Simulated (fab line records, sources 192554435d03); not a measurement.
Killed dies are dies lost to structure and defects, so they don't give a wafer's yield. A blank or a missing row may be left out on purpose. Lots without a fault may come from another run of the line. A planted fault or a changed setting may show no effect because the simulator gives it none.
fab line records | flow n5_finfet | part 2 of 2: steps 18 to 26 of 26
record lots=5 wafers=15 last_day=16
route steps=1938 shown BEOL_M6@1205
lots that met no fault: from a run of the same line without faults
start_h: hours from the record's first day to the start of the lot's first wafer shown | wait_h: hours since the lot's step before | " the same as in the row above | L1.1+2: a row that stands for several wafers | - no value, or no start given | * or withheld: withheld | < > ~ a bound
route shown NAME@n: a module of which the file shows steps, and the number in the route of the first | usual: mean/standard deviation of fault-free wafers | same: alike in all rows | chamber/n: place in a boat | sites: the reading at each site | _std_site: their standard deviation | _edge_site: outer sites' mean less inner sites' | radius_mm: how far each site lies from the wafer's centre | mask NAME#n: copy n | behind: the tool/chamber that last shaped the wafer | hold: why the lot was held/for how many hours/how that ended | device: the transistor (n, p or np) that didn't switch | end of line: the same wafers' tests at the end of the route | a step without rows: its recipe alone | killed: dies lost to structure and defects at the first sort, not the wafer's yield | map: a wafer's dies, x killed, . not, _ none there
set.NAME: the setting as run; set.NAME@STEP: as run at that earlier step | model.NAME: the simulator's own value behind a step, which no gauge read
lots at some steps of the route; a table a step, a row a wafer
services: from which hour (start_h, from the record's first day; less than 0 if before it) a tool's chamber was out of use, for how many hours, and why
## steps
# step N5_BEOL_M6_EBR_24
# recipe solvent=PGMEA ebr_width_mm=1.5
# usual chill_plate_temp_C=22.96/0.11 exhaust_pa=44.8/1
# columns lot.wafer tool chamber start_h wait_h chill_plate_temp_C exhaust_pa
L075.2 litho_track-04 0 - - 22.84 43.7
L075.4 " 0 " " 22.94 43.5
L075.6 " 0 " " 23.01 43.7
L078.1 litho_track-04 0 - - 22.97 44.5
L078.4 " 0 " " 23.11 44.5
L078.5 " 0 " " 22.97 45.8
L081.1 litho_track-03 0 - - 23.08 45.6
L081.2 " 0 " " 23.08 45.4
L081.5 " 0 " " 23.11 45.6
L083.2 litho_track-03 0 - - 23.00 43.5
L083.4 " 0 " " 23.10 43.4
L083.6 " 0 " " 22.99 43.9
L091.1 litho_track-01 0 - - 22.90 43.6
L091.2 " 0 " " 23.00 44.7
L091.4 " 0 " " 22.94 45.5
# step N5_BEOL_M6_SOFTBAKE_23
# recipe temp_c=110 time_s=60 resist=CAR-EUV
# usual chill_plate_temp_C=23.00/0.087 exhaust_pa=45.1/0.77
# columns lot.wafer tool chamber start_h wait_h chill_plate_temp_C exhaust_pa
L075.2 litho_track-04 0 - - 22.96 45.2
L075.4 " 0 " " 23.04 44.6
L075.6 " 0 " " 23.01 46.4
L078.1 litho_track-04 0 - - 23.14 44.8
L078.4 " 0 " " 23.01 46.2
L078.5 " 0 " " 23.10 45.2
L081.1 litho_track-03 0 - - 23.10 44.3
L081.2 " 0 " " 22.95 46.4
L081.5 " 0 " " 23.11 43.3
L083.2 litho_track-03 0 - - 22.89 45.3
L083.4 " 0 " " 22.89 45.0
L083.6 " 0 " " 23.02 45.8
L091.1 litho_track-01 0 - - 23.08 46.3
L091.2 " 0 " " 23.03 45.3
L091.4 " 0 " " 22.98 45.0
# step N5_BEOL_M6_EXPOSE_25
# recipe mask_id=V5 na=0.33 source_shape=annular sigma_inner=0.4 sigma_outer=0.8 polarization=unpolarized target_cd_nm=40 dose_mj=45
# same na=0.33
# columns lot.wafer tool chamber start_h wait_h mask
L075.2+4+6 euv_scanner-01 0 180.72 - V5#0
L078.1+4+5 euv_scanner-02 0 203.36 - V5#0
L081.1+2+5 euv_scanner-02 0 230.62 - V5#0
L083.2+4+6 euv_scanner-02 0 240.52 - V5#0
L091.1+2+4 euv_scanner-02 0 300.61 - V5#0
# step N5_BEOL_M6_PEB_26
# recipe peb_temp_c=100 peb_time_s=60 resist=CAR-EUV
# usual chill_plate_temp_C=22.97/0.11 exhaust_pa=45.0/0.86
# columns lot.wafer tool chamber start_h wait_h chill_plate_temp_C exhaust_pa
L075.2 litho_track-03 0 180.78 0.1 22.89 46.1
L075.4 " 0 " " 22.89 45.1
L075.6 " 0 " " 22.85 45.1
L078.1 litho_track-04 0 203.43 0.1 23.19 46.2
L078.4 " 0 " " 23.07 44.2
L078.5 " 0 " " 23.29 44.9
L081.1 litho_track-01 0 230.69 0.1 23.12 44.5
L081.2 " 0 " " 22.99 44.7
L081.5 " 0 " " 22.98 45.6
L083.2 litho_track-04 0 240.58 0.1 23.05 44.0
L083.4 " 0 " " 22.98 44.1
L083.6 " 0 " " 23.10 43.9
L091.1 litho_track-01 0 300.68 0.1 23.00 45.0
L091.2 " 0 " " 22.88 44.5
L091.4 " 0 " " 23.02 45.4
# step N5_BEOL_M6_DEVELOP_27
# recipe develop_time_s=30 developer=TMAH resist=CAR-EUV rinse_liquid=surfactant_rinse dry=air_spin dev_temp_c=23
# usual chill_plate_temp_C=23.01/0.11 exhaust_pa=45.2/0.89
# columns lot.wafer tool chamber start_h wait_h chill_plate_temp_C exhaust_pa
L075.2 litho_track-03 0 - - 22.98 46.3
L075.4 " 0 " " 22.85 44.8
L075.6 " 0 " " 23.03 46.9
L078.1 litho_track-04 0 - - 22.95 44.4
L078.4 " 0 " " 23.00 45.7
L078.5 " 0 " " 22.88 46.4
L081.1 litho_track-01 0 - - 22.90 45.1
L081.2 " 0 " " 23.00 44.7
L081.5 " 0 " " 23.13 44.9
L083.2 litho_track-04 0 - - 22.96 45.3
L083.4 " 0 " " 22.97 46.7
L083.6 " 0 " " 23.03 45.4
L091.1 litho_track-01 0 - - 23.26 45.8
L091.2 " 0 " " 23.14 44.4
L091.4 " 0 " " 23.10 45.7
# step N5_BEOL_M6_CD_MEAS_28
# recipe target_cd_nm=40 landing_energy_ev=500 detector=se_inlens
# usual cd_nm=39.95/0.27
# same landing_energy_ev=500
# columns lot.wafer tool chamber start_h wait_h cd_nm
L075.2 cd_sem-01 0 180.85 - 40.05
L075.4 " 0 " " 40.02
L075.6 " 0 " " 39.87
L078.1 cd_sem-03 0 203.49 - 40.01
L078.4 " 0 " " 40.04
L078.5 " 0 " " 39.68
L081.1 cd_sem-02 0 230.75 - 39.63
L081.2 " 0 " " 39.41
L081.5 " 0 " " 39.76
L083.2 cd_sem-01 0 240.65 - 39.64
L083.4 " 0 " " 39.77
L083.6 " 0 " " 39.68
L091.1 cd_sem-03 0 300.74 - 39.70
L091.2 " 0 " " 39.72
L091.4 " 0 " " 40.36
# step N5_BEOL_M6_OVL_MEAS_29
# recipe points_per_wafer=522
# usual V5_OVL=0.3/0.72
# columns lot.wafer tool chamber start_h wait_h V5_OVL[nm]
L075.2 overlay-01 0 180.89 0.0 1.4
L075.4 " 0 " " 0.8
L075.6 " 0 " " 1.3
L078.1 overlay-02 0 203.52 0.0 2.4
L078.4 " 0 " " 1.1
L078.5 " 0 " " 1.3
L081.1 overlay-02 0 230.78 0.0 -0.4
L081.2 " 0 " " -0.5
L081.5 " 0 " " 0.6
L083.2 overlay-02 0 240.68 0.0 0.2
L083.4 " 0 " " -0.3
L083.6 " 0 " " -0.2
L091.1 overlay-02 0 300.78 0.0 -0.6
L091.2 " 0 " " 0.4
L091.4 " 0 " " -0.9
# step N5_BEOL_M6_INSPECT_30
# recipe mode=adi inspect_instrument=brightfield
# usual raw_defect_count=438/120
# columns lot.wafer tool chamber start_h wait_h raw_defect_count
L075.2 defect_inspect-02 - 180.94 0.0 274
L075.4 " - " " 326
L075.6 " - " " 415
L078.1 defect_inspect-01 - 203.58 0.1 504
L078.4 " - " " 420
L078.5 " - " " 467
L081.1 defect_inspect-01 - 230.84 0.1 345
L081.2 " - " " 302
L081.5 " - " " 319
L083.2 defect_inspect-02 - 240.74 0.0 490
L083.4 " - " " 663
L083.6 " - " " 532
L091.1 defect_inspect-02 - 300.83 0.1 398
L091.2 " - " " 408
L091.4 " - " " 407
# step N5_BEOL_M6_DESCUM_33
# recipe chemistry=O2 time_s=7 source_power_w=50 bias_power_w=20 pressure_mtorr=20 rf_frequency_hz=2.712e+07 temp_c=40 resist=CAR-EUV o2_flow_sccm=225
# usual chamber_pressure_mTorr=20.001/0.018 drypump_motor_current_A=5.7/0.44 o2_flow_sccm=225.1/0.6 oes_product_au=0.82/0.085 rf_vpp_V=243.3/1.1 showerhead_plenum_p_Torr=2.10/0.068 throttle_valve_pct=20.28/0.22
# columns lot.wafer tool chamber start_h wait_h chamber_pressure_mTorr drypump_motor_current_A o2_flow_sccm oes_product_au rf_hours_counter_h rf_vpp_V showerhead_plenum_p_Torr throttle_valve_pct
L075.2 rie_diel-04 1 181.04 0.1 20.003 5.4 225.1 0.89 40 243.3 2.13 20.26
L075.4 " 1 " " 20.033 5.4 224.9 0.88 - 244.2 2.13 20.25
L075.6 " 2 " " 19.989 5.8 225.0 0.69 - 242.9 2.04 20.44
L078.1 rie_diel-05 3 203.62 0.0 20.002 5.2 225.0 0.88 41 244.4 2.21 20.25
L078.4 " 2 " " 20.023 6.5 224.3 0.69 248 244.4 2.15 20.73
L078.5 " 1 " " 20.037 5.6 225.1 0.84 - 241.8 2.04 20.44
L081.1 rie_diel-05 1 231.41 0.6 20.006 5.6 224.8 0.83 65 242.2 2.03 20.47
L081.2 " 0 " " 19.988 5.7 225.7 0.87 46 242.2 2.03 20.27
L081.5 " 3 " " 19.974 5.2 226.3 0.86 - 245.0 2.21 20.27
L083.2 rie_diel-02 3 241.12 0.4 19.986 5.7 224.9 0.87 37 242.9 2.13 20.04
L083.4 " 0 " " 20.001 5.8 225.9 0.70 212 241.8 1.98 20.38
L083.6 " 2 " " 20.025 6.2 224.3 0.80 - 246.0 2.20 20.28
L091.1 rie_diel-04 1 300.87 0.0 20.009 5.4 224.4 0.83 83 244.0 2.12 20.32
L091.2 " 0 " " 20.035 5.2 225.4 0.85 39 243.1 2.03 19.82
L091.4 " 2 " " 20.011 5.8 225.1 0.93 24 241.8 2.03 20.18
## services
# columns tool chamber start_h hours kind
euv_scanner-02 - 156.89 4.6 pm
euv_scanner-01 - 161.52 5.8 pm
rie_diel-04 0 163.15 - clean
rie_diel-04 0 163.15 - consumable_replace:focus_ring
rie_diel-04 0 163.15 21.2 scheduled_down
rie_diel-04 0 163.15 21.2 vent_cycle
rie_diel-04 2 165.46 6.9 repair
rie_metal-02 - 166.89 0.1 repair
euv_scanner-01 - 171.49 0.6 repair
euv_scanner-01 - 191.70 1.0 pm
euv_scanner-01 - 197.22 0.1 repair
euv_scanner-01 - 197.84 0.7 repair
euv_scanner-02 - 201.99 1.0 pm
rie_diel-05 2 206.62 - clean
rie_diel-05 2 206.62 - consumable_replace:focus_ring
rie_diel-05 2 206.62 23.4 scheduled_down
rie_diel-05 2 206.62 23.4 vent_cycle
rie_diel-04 0 212.51 4.9 repair
rie_diel-04 2 214.43 1.4 repair
rie_diel-04 2 217.64 - clean
rie_diel-04 2 217.64 - consumable_replace:focus_ring
euv_scanner-01 - 224.93 107.6 repair
euv_scanner-02 - 272.16 1.0 pm
rie_metal-01 1 276.01 6.2 repair
